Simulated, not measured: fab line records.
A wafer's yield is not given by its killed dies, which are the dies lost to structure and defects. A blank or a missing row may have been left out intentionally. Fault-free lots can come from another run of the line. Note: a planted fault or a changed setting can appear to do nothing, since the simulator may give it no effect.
Code-filled problem report in 8D (eight disciplines) form :: flow n5_finfet :: the parts of the form that need people (team, actions taken, sign-off) are left out

## 1. WHAT WENT WRONG
On 2 wafers of 1 lot, bias_w at N5_MIM_TOP_ETCH_ETCH_00 has a mean of 146.8 W; fault-free wafers read 126.0 W, standard deviation 0.33. Measured from the usual mean, that is +63 standard deviations.
The step: etches TiN in Cl2/BCl3, target depth 38.5 nm.
The first sign was on wafer L146.4 at day 17 16:20, on rie_metal-03. At this step, 15 wafers from 5 lots have a number in the record. By rule, "out" or "out of limits" means more than 4 standard deviations away from the usual mean. Any other wafer with a number is counted as sound.

## 2. WHAT IT IS AND WHAT IT IS NOT
question: which readings at this step
is: bias_w
is not: drypump_motor_current_A, oes_product_au, throttle_valve_pct

question: which lots
is: L146
is not: L133, L137, L142, L147

question: which wafers of those lots
is: L146.4, L146.6
is not: L146.3

question: read on which tools
is: rie_metal-03
is not: rie_metal-02

question: when
is: from day 17 16:20
is not: up to then (13 sound wafers)

## 3. THE SUSPECTS, EACH WITH WHAT RULES IT OUT
Counting: any tool at a process step up to the reading remains a suspect provided it ran every lot that is out. Sound lots after the first of them don't rule it out here, since some wafers of a struck lot are sound.
- rie_diel-05 at N5_MIM_TOP_LITHO_DESCUM_10 (chemistry O2, time 7.9 s): kept. It processed L146, the lot that is out, at day 17 16:12, and its most recent sound lot before then was L142 at day 16 08:41.
- rie_metal-03 at N5_MIM_TOP_ETCH_ETCH_00 (etches TiN in Cl2/BCl3, target depth 38.5 nm): kept. It processed L146, the lot that is out, at day 17 16:20, and its most recent sound lot before then was L137 at day 15 09:44. Out on those wafers are its own readings of bias_w.
- Within rie_diel-05 at N5_MIM_TOP_LITHO_DESCUM_10: the wafers that are out ran in chambers 1, 3; their sound lot-mates ran in chamber 2.
- At N5_MIM_TOP_ETCH_ETCH_00 on rie_metal-03, chamber 1 took the sound wafers of the same lots and chamber 0 took the wafers that are out.
The count leaves rie_metal-03 at N5_MIM_TOP_ETCH_ETCH_00 and rie_diel-05 at N5_MIM_TOP_LITHO_DESCUM_10.

## 4. THE CAUSE (what the simulator had put in)
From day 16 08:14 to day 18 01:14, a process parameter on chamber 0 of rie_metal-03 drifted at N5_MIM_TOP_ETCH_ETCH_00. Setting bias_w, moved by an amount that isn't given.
Of the 2 suspects that counting leaves, this tool is one.

## 5. THE CHAIN OF EFFECTS, in route order
Each row: a reading whose mean over the struck wafers that have a number lies more than 3 standard deviations from the usual. Only readings for which the record gives a usual standard deviation are gone through. hours: the time from each lot's start at the first step in this table that gives one to its start at this step, as a median over the lots. sigmas: the change in usual standard deviations.
hours: 0
step: N5_MIM_TOP_ETCH_ETCH_00
reading: bias_w
usual: 126.0 W
on struck wafers: 146.8
change: +20.8
sigmas: +63
The process steps in it:
- N5_MIM_TOP_ETCH_ETCH_00: etches TiN in Cl2/BCl3, target depth 38.5 nm.

## 6. HOW IT WOULD HAVE BEEN CAUGHT EARLIER
The fault began at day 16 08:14; the first out-of-limits reading in this record came at day 17 16:20, 32 hours later.
